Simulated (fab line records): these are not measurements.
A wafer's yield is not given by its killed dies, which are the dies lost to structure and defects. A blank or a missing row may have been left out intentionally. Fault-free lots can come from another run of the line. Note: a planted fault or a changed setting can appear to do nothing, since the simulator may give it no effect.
Comparing a struck lot with a sound one | flow n5 finfet | 39 steps out of a route of 1938
Sound: wafers L668.1, L668.4, L668.6. Struck: wafer L674.4 (L674.1, L674.3, from the same lot, were not struck and are left out); the cause is given at the end.
At each step with rows: each side's tool, then ch and its chambers, then its first start. Under that, the readings that differ: sound wafers | struck wafers | difference of the means | sigmas: that difference in standard deviations of wafers without a fault.
alike: same words and numbers on both sides, and readings whose means sit less than 2 such deviations apart. not compared: any withheld reading, any reading some wafer has no value for, any bound like >300 that may hide the same value, and any number with overlapping values for which the record gives no deviation.
Wherever a step has rows on one side only, a row that says differs or no value, or a row with sigmas, the two part there. Numbers that have no deviation but don't overlap get no sigmas and don't part them. Lack of a reading on every wafer of one side parts them only where that side has two or more wafers.

first, 9 steps without rows for these wafers: N5_HKMG_FIN_COAT_29 (time 60 s, resist thk 300 nm); N5_HKMG_FIN_COAT_30 (time 60 s, resist thk 35 nm); N5_HKMG_FIN_COAT_06 (resist thk 90 nm); N5_HKMG_FIN_EBR_08; N5_HKMG_FIN_SOFTBAKE_07 (time 60 s); N5_HKMG_FIN_EXPOSE_09 (exposes mask NWFM); N5_HKMG_FIN_PEB_10 (peb time 60 s); N5_HKMG_FIN_DEVELOP_11 (develop time 30 s); N5_HKMG_FIN_DESCUM_17 (chemistry O2, time 7.9 s).
N5_HKMG_FIN_ETCH_31: etches SiARC in CF4, target depth 45.5 nm, time 75.8 s.
  sound on rie diel-02 ch 1,2,3, day 6 05:52; struck on rie diel-02 ch 2, day 7 17:08
  alike: cf4 flow sccm, drypump motor current A, etch rf on time s, oes product au, rf fwd power W, rf vpp V, showerhead plenum p Torr, throttle valve pct
  not compared: rf hours counter h
then, 28 steps without rows for these wafers: N5_HKMG_FIN_ETCH_32 (etches SOC in N2/H2, target depth 240 nm, time 300 s); N5_HKMG_FIN_STRIP_33 (strips in N2/H2); N5_HKMG_FIN_STRIP_34 (strips in CF4); N5_HKMG_FIN_ETCH_35 (etches SOC in N2/H2, target depth 215.8 nm, time 243.4 s); N5_HKMG_FIN_STRIP_92 (strips SOC in N2/H2, time 20 s); N5_HKMG_FIN_WET_ETCH_18 (etches TiN in SC1, time 55 s, target depth 5.2 nm, rinse time 30 s); N5_HKMG_FIN_STRIP_19 (strips in N2/H2, time 360 s); N5_HKMG_FIN_ALD_91 (deposits TiN, target thk 1 nm, pulse time 1 s, purge time 3 s); N5_HKMG_FIN_COAT_85 (time 60 s, resist thk 300 nm); N5_HKMG_FIN_ETCH_86 (etches SOC in N2/H2, stops on TiN, target depth 393.2 nm); N5_HKMG_FIN_STRIP_89 (strips SOC in N2/H2, time 20 s); N5_HKMG_FIN_WET_ETCH_87 (etches TiN in SC1, time 154.2 s, target depth 4.7 nm, rinse time 30 s); N5_HKMG_FIN_STRIP_88 (strips in N2/H2, time 360 s); N5_HKMG_FIN_NWFM_ALD_20 (deposits TiAlC, target thk 2 nm, pulse time 3 s, purge time 2 s); N5_HKMG_FIN_ALD_71 (deposits TiN, target thk 1 nm, pulse time 1 s, purge time 3 s); N5_HKMG_FIN_COAT_66 (time 60 s, resist thk 300 nm); N5_HKMG_FIN_ETCH_67 (etches SOC in N2/H2, stops on TiN, target depth 388.9 nm); N5_HKMG_FIN_STRIP_90 (strips SOC in N2/H2, time 20 s); N5_HKMG_FIN_WET_ETCH_73 (etches the open film in SC1, time 42.3 s, target depth 1.3 nm, rinse time 30 s); N5_HKMG_FIN_ETCHBACK_68 (etches the open film in Cl2/Ar, stops on HfO2, target depth 0.5 nm); N5_HKMG_FIN_STRIP_69 (strips in N2/H2, time 360 s); N5_HKMG_FIN_ALD_21 (deposits TiN, target thk 1.5 nm, pulse time 1 s, purge time 3 s); N5_HKMG_FIN_ALD_72 (deposits W, target thk 2 nm, pulse time 1 s, purge time 2 s); N5_HKMG_FIN_W_FILL_22 (material W, target thk 60 nm, time 18.2 s); N5_HKMG_FIN_PRECLEAN_83 (cleans in DIW, time 57.5 s); N5_HKMG_FIN_SRD_84 (dry time 32 s); N5_HKMG_FIN_CMP_23 (polishes, stops on SiNx, t overpolish 10 s, target thk 46.326 nm); N5_HKMG_FIN_CMP_94 (polishes, stops on SiNx, t overpolish 4.7 s, target thk 43.299 nm).
-- record jumps: 9 days separate the struck wafers' starts on either side; left off in module HKMG_FIN, taken up again in module PASSIVATION, whose first shown step is the route's number 1936 --
N5_PASSIVATION_PROBE_49:
  rows exist in the record for the struck wafers here (prober-02, day 16 20:45), but not for the sound ones

## WHERE THEY PART
Only at N5_PASSIVATION_PROBE_49, within this record.

WHY: what the simulator had put in
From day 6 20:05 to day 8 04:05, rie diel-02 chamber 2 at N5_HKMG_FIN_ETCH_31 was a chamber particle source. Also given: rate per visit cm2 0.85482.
